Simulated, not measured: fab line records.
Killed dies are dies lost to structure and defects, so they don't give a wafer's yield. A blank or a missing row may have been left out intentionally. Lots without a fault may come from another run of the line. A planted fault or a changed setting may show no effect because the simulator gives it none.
Chamber matching ; flow n5 finfet ; N5_HKMG_FIN_ALD_75 on ald hk-03 has 4 sister chambers
The step deposits Al2O3, target thk 1 nm, co reactant pulse time 1 s. 14 wafers are shown with their chamber, then 7 later ones without.

## WAFERS WITH THEIR CHAMBER
wafer;chamber;heater power w (W);precursor pulse height rel
L075.1;3;137;1.018
L075.3;0;136;1.001
L075.4;1;175;1.031
L078.1;0;134;1.011
L078.3;3;138;1.010
L078.4;1;168;1.009
L079.2;0;133;0.996
L079.3;3;139;1.012
L079.6;0;133;0.980
L080.1;2;152;1.006
L080.3;3;136;0.986
L080.6;1;171;1.000
L081.4;1;169;0.956
L081.5;1;167;1.029

SIGNATURES, as means of the wafers listed above
reading;chamber 0;chamber 1;chamber 2;chamber 3;scatter within a chamber
heater power w;134.00;170.00;152.00;137.50;2.26
precursor pulse height rel;0.99700;1.00500;1.00600;1.00650;0.0219
Rule: a wafer's distance from a chamber is the root of the sum, over the readings, of the square of ((its reading less the chamber's mean) divided by the reading's scatter). The wafer belongs to the nearest chamber; if the next one is less than 2 further off, it can't be placed. The scatter: the root of (the sum of the squares of (reading less its chamber's mean) over the shown wafers, divided by (wafers less chambers)).

## WAFERS MISSING THEIR CHAMBER
wafer;heater power w (W);precursor pulse height rel
L081.6;158;1.000
L083.2;135;0.976
L083.4;166;0.990
L083.6;138;0.986
L088.1;136;0.996
L088.3;134;1.050
L088.5;136;0.993

## EACH ONE'S CHAMBER
wafer;from the rows above;in truth
L081.6;2;2
L083.2;can't be placed: 0 or 3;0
L083.4;1;1
L083.6;can't be placed: 3 or 0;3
L088.1;can't be placed: 3 or 0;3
L088.3;can't be placed: 0 or 3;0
L088.5;can't be placed: 0 or 3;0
Placed correctly: 2 of 7. Unplaceable from these rows: 5, with the true chamber sitting among the candidates in 5. Number placed wrongly: 0.
